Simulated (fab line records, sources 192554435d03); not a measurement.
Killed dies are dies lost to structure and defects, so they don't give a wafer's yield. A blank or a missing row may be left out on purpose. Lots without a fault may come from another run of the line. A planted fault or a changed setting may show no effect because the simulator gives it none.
A struck lot beside a sound one | flow n5_finfet | 40 steps out of a route of 1938
Sound: wafers L130.1, L130.5, L130.6. Struck: wafers L136.3, L136.5, L136.6. The cause comes at the end.
At each step with rows: each side's tool, then ch and its chambers, then its first start. Under that, the readings that differ: sound wafers | struck wafers | difference of the means | sigmas: that difference in standard deviations of wafers without a fault.
alike: readings whose means differ by less than 2 such deviations, and words and numbers that are the same on both sides. not compared: withheld readings, readings that some wafer has no value for, bounds like >300 that may hide the same value, and numbers for which the record gives no deviation and whose values overlap.
The two part at a step that has a row with sigmas, a row that says differs or no value, or rows on one side only. Numbers that don't overlap but have no deviation are shown without sigmas and don't part them. A reading that every wafer of one side lacks parts them only if that side has two wafers or more.

first, 9 steps without rows for these wafers: N5_SD_EPI_N_SOFTBAKE_04 (time 60 s); N5_SD_EPI_N_EXPOSE_06 (exposes mask SD N BLK, target cd 120 nm); N5_SD_EPI_N_PEB_07 (peb time 60 s); N5_SD_EPI_N_DEVELOP_08 (develop time 30 s); N5_SD_EPI_N_DESCUM_14 (chemistry O2, time 7.9 s); N5_SD_EPI_N_ETCH_34 (etches SiARC in CF4, target depth 45.5 nm, time 75.8 s); N5_SD_EPI_N_ETCH_35 (etches SOC in N2/H2, overetch 108 nm, time 486 s); N5_SD_EPI_N_STRIP_36 (strips in N2/H2); N5_SD_EPI_N_ETCHBACK_44 (etches SiNx in CH3F/O2, stops on SiO2, target depth 14.5 nm).
N5_SD_EPI_N_ETCH_45: etches SiOCN in CH3F/O2, target depth 6 nm.
  sound on rie_diel-01 ch 1,2, day 3 02:15; struck on rie_diel-01 ch 1,2,3, day 4 13:07
  reading      | sound             | struck            | difference | sigmas
  rf_vpp_V (V) | 127.2 126.6 128.1 | 129.7 129.5 129.2 | +2.2       | +2
  alike: drypump_motor_current_A, oes_product_au, showerhead_plenum_p_Torr, throttle_valve_pct
  not compared: rf_hours_counter_h
then, 14 steps without rows for these wafers: N5_SD_EPI_N_ETCH_16 (etches SiO2 in CHF3/O2, target depth 5 nm); N5_SD_EPI_N_STRIP_47 (strips in CHF3/O2); N5_SD_EPI_N_SD_RECESS_17 (chemistry HBr/Cl2/O2, target depth 41 nm, time 23.7 s, bt time 3 s); N5_SD_EPI_N_STRIP_38 (strips in N2/H2); N5_SD_EPI_N_WET_ETCH_43 (etches SiO2 in dHF, time 14 s, target depth 1.5 nm); N5_SD_EPI_N_STRIP_18 (strips in SPM, time 750 s); N5_SD_EPI_N_SRD_20 (time 30 s); N5_SD_EPI_N_PRECLEAN_48 (cleans in NF3:NH3, afs cycles 2, time 20 s, sublimation time 60 s); N5_SD_EPI_N_VAPOR_ETCH_50 (etches Si in HCl, time 54 s); N5_SD_EPI_N_EPI_21 (deposits Si:P, time 690 s); N5_SD_EPI_N_PRECLEAN_24 (cleans in O3/DIW, time 60 s); N5_SD_EPI_N_SRD_25 (time 30 s); N5_SD_EPI_N_PRECLEAN_49 (cleans in NF3:NH3, afs cycles 1, time 20 s, sublimation time 60 s); N5_SD_EPI_N_LINER_46 (material SiNx, target thk 3 nm).
N5_SD_EPI_N_INSPECT_26: inspects for defects (darkfield).
  sound on defect_inspect-02, day 3 05:43; struck on defect_inspect-02, day 4 17:40
  reading          | sound       | struck      | difference | sigmas
  raw_defect_count | 235 272 223 | 456 467 605 | +266       | +6
then, 8 steps without rows for these wafers: N5_SD_EPI_P_COAT_34 (time 60 s, resist thk 350 nm); N5_SD_EPI_P_COAT_35 (time 60 s, resist thk 35 nm); N5_SD_EPI_P_COAT_03 (resist thk 150 nm); N5_SD_EPI_P_EBR_05; N5_SD_EPI_P_SOFTBAKE_04 (time 60 s); N5_SD_EPI_P_EXPOSE_06 (exposes mask SD P BLK, target cd 240 nm); N5_SD_EPI_P_PEB_07 (peb time 60 s); N5_SD_EPI_P_DEVELOP_08 (develop time 30 s).
N5_SD_EPI_P_INSPECT_11: inspects for defects (macro).
  sound on defect_inspect-02, day 3 06:10; struck on defect_inspect-01, day 4 18:08
  reading          | sound | struck       | difference | sigmas
  raw_defect_count | 3 0 7 | 292 300 >300 | differs    |
then, 2 steps without rows for these wafers: N5_SD_EPI_P_DESCUM_14 (chemistry O2, time 7.9 s); N5_SD_EPI_P_ETCH_36 (etches SiARC in CF4, target depth 45.5 nm, time 75.8 s).
N5_SD_EPI_P_INSPECT_26: inspects for defects (darkfield).
  sound on defect_inspect-01, day 3 09:56; struck on defect_inspect-01, day 4 21:53
  reading          | sound       | struck      | difference | sigmas
  raw_defect_count | 150 176 138 | 468 468 501 | +324       | +8
N5_SD_ACTIVATION_INSPECT_02: inspects for defects (darkfield).
  sound on defect_inspect-01, day 3 10:41; struck on defect_inspect-02, day 4 22:38
  reading          | sound       | struck      | difference | sigmas
  raw_defect_count | 143 174 147 | 506 475 567 | +361       | +9
-- the record jumps here: 4 days lie between the struck wafers' starts before and after (it left off in module SD_ACTIVATION and takes up again in module BEOL_M4, whose first step shown is number 1111 of the route) --
N5_BEOL_M4_RC_MEAS_101:
  sound on prober-01 ch 0, day 7 14:39; struck on prober-01 ch 0, day 9 04:38
  alike: DIBL_N, DIBL_P, IOFF_N, IOFF_P, ION_N, ION_P, SS_N, SS_P, VT_N, VT_P
-- the record jumps here: 4 days lie between the struck wafers' starts before and after (it left off in module BEOL_M4 and takes up again in module PASSIVATION, whose first step shown is number 1936 of the route) --
N5_PASSIVATION_PROBE_49:
  the record has rows for the struck wafers here (prober-01, day 13 06:54) and none for the sound ones

WHERE THEY PART
First at N5_SD_EPI_N_ETCH_45; last, within this record, at N5_PASSIVATION_PROBE_49.

WHY: what the simulator had put in
Chamber particle source: rie_diel-01, from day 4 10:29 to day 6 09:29, at N5_SD_EPI_N_ETCH_45. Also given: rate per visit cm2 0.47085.
